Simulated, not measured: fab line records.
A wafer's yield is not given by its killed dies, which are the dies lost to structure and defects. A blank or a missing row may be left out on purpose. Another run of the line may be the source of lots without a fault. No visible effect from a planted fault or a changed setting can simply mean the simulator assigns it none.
A struck lot beside a sound one    flow nand_harc    37 out of 1159 route steps
Sound: wafers L320.3, L320.4, L320.6. Struck: wafer L331.6 (L331.2, L331.3, from the same lot, were not struck and are left out); the cause is given at the end.
At each step with rows: each side's tool, then ch and its chambers, then its first start. Under that, the readings that differ: sound wafers    struck wafers    difference of the means    sigmas: that difference in standard deviations of wafers without a fault.
alike: readings whose means differ by less than 2 such deviations, and words and numbers that are the same on both sides. not compared: withheld readings, readings that some wafer has no value for, bounds like >300 that may hide the same value, and numbers for which the record gives no deviation and whose values overlap.
Wherever a step has rows on one side only, a row that says differs or no value, or a row with sigmas, the two part there. When numbers do not overlap yet have no deviation, they are printed without sigmas and do not part them. A reading that every wafer of one side lacks parts them only if that side has two wafers or more.

first, 10 steps without rows for these wafers: NHARC_A_STAIRCASE_PEB_439 (peb time 130 s); NHARC_A_STAIRCASE_DEVELOP_440 (time 140 s); NHARC_A_STAIRCASE_HARDBAKE_442 (time 140 s); NHARC_A_STAIRCASE_DESCUM_443 (chemistry O2, time 3 s); NHARC_A_STAIRCASE_ETCH_444 (etches the open film in C4F8/O2, target depth 10200 nm, time 3400 s); NHARC_A_STAIRCASE_STRIP_446 (strips in O2); NHARC_A_STAIRCASE_STRIP_447 (strips in SPM, time 900 s); NHARC_A_STAIRCASE_PRECLEAN_448 (cleans in SC1); NHARC_A_STAIRCASE_SRD_449; NHARC_A_STAIRCASE_CMP_450 (polishes SiO2, target thk 200 nm).
NHARC_A_STAIRCASE_CMP_152: polishes.
  sound on cmp-03 ch 0,1, day 13 05:10; struck on cmp-03 ch 1, day 16 06:27
  alike: motor_current_A, slurry_filter_dp_kPa
then, 2 steps without rows for these wafers: NHARC_A_STAIRCASE_SRD_154; NHARC_A_STAIRCASE_ETCH_403 (etches SiO2 in dHF, target depth 108.2 nm).
NHARC_A_STAIRCASE_ETCHBACK_422: etches the open film in CH3F/O2, target depth 40 nm, time 74.286 s.
  sound on rie_diel-05 ch 0,3, day 13 05:38; struck on rie_diel-05 ch 1, day 16 07:00
reading                sound           struck  difference  sigmas
oes_product_au (a.u.)  0.94 0.92 0.94  1.02    +0.09       +2
  alike: drypump_motor_current_A, rf_vpp_V, showerhead_plenum_p_Torr, throttle_valve_pct
  not compared: rf_hours_counter_h
then, 2 steps without rows for these wafers: NHARC_A_STAIRCASE_ETCH_423 (etches SiO2 in dHF, target depth 30 nm); NHARC_A_STAIRCASE_ETCHBACK_157 (etches the open film in CH3F/O2, target depth 90 nm, time 167.14 s).
NHARC_A_STAIRCASE_STRIP_475: strips in O2, time 20 s.
  sound: rie_diel-05 ch 1,3; struck: rie_diel-05 ch 2
reading                sound              struck  difference  sigmas
oes_product_au (a.u.)  1.007 0.994 1.018  0.958   -0.048      -3
  alike: drypump_motor_current_A, rf_vpp_V, showerhead_plenum_p_Torr, throttle_valve_pct
  not compared: rf_hours_counter_h
NHARC_A_STAIRCASE_DEP_471: deposits SiO2, target thk 100 nm.
  sound on pecvd-02 ch 0,1, day 13 06:25; struck on pecvd-02 ch 2, day 16 07:43
  alike: chamber_pressure_Torr, heater_power_w, throttle_valve_pct
NHARC_A_STAIRCASE_CMP_472: polishes SiO2.
  sound on cmp-03 ch 0,1,3, day 13 06:43; struck on cmp-03 ch 1, day 16 07:59
  alike: motor_current_A, slurry_filter_dp_kPa
following that, these wafers have no rows for 1 step: NHARC_A_STAIRCASE_SRD_474.
NHARC_A_SGD_CUT_DEP_00: deposits SiNx, target thk 50 nm.
  sound on pecvd-02 ch 0,1, day 13 07:06; struck on pecvd-02 ch 2, day 16 08:25
  alike: heater_power_w
then, 10 steps without rows for these wafers: NHARC_A_SGD_CUT_DEHYDRATE_01 (time 120 s); NHARC_A_SGD_CUT_HMDS_02 (time 30 s); NHARC_A_SGD_CUT_COAT_56 (time 75 s); NHARC_A_SGD_CUT_COAT_57 (time 65 s); NHARC_A_SGD_CUT_COAT_03 (resist thk 90 nm); NHARC_A_SGD_CUT_SOFTBAKE_04 (time 55 s); NHARC_A_SGD_CUT_EBR_05; NHARC_A_SGD_CUT_EXPOSE_06 (exposes mask SGD); NHARC_A_SGD_CUT_PEB_07 (peb time 65 s); NHARC_A_SGD_CUT_DEVELOP_08 (develop time 35 s).
NHARC_A_SGD_CUT_CD_MEAS_09: target cd 100 nm.
  sound on cd_sem-03 ch 0, day 13 07:49; struck on cd_sem-01 ch 0, day 16 09:06
  alike: cd_nm
NHARC_A_SGD_CUT_OVL_MEAS_10:
  sound on overlay-02 at day 13 07:55; struck on overlay-01 at day 16 09:11
  alike: overlay_x_nm, overlay_y_nm
then, 3 steps without rows for these wafers: NHARC_A_SGD_CUT_DESCUM_14 (chemistry O2, time 3 s); NHARC_A_SGD_CUT_ETCH_58 (etches the open film in CF4, target depth 39 nm, time 65 s); NHARC_A_SGD_CUT_ETCH_59 (etches the open film in N2/H2, target depth 260 nm, time 406.25 s).
-- record jumps: 6 days between struck wafers' starts before vs after; left off in module A_SGD_CUT, resumes in module END, first step shown is number 1159 of the route --
NHARC_END_SORT_01:
  the record has rows for the struck wafers here (prober-01 ch 0, day 22 07:17) and none for the sound ones

== WHERE THEY PART ==
Last at NHARC_END_SORT_01 as far as this record goes, first at NHARC_A_STAIRCASE_ETCHBACK_422.

WHY: what the simulator had put in
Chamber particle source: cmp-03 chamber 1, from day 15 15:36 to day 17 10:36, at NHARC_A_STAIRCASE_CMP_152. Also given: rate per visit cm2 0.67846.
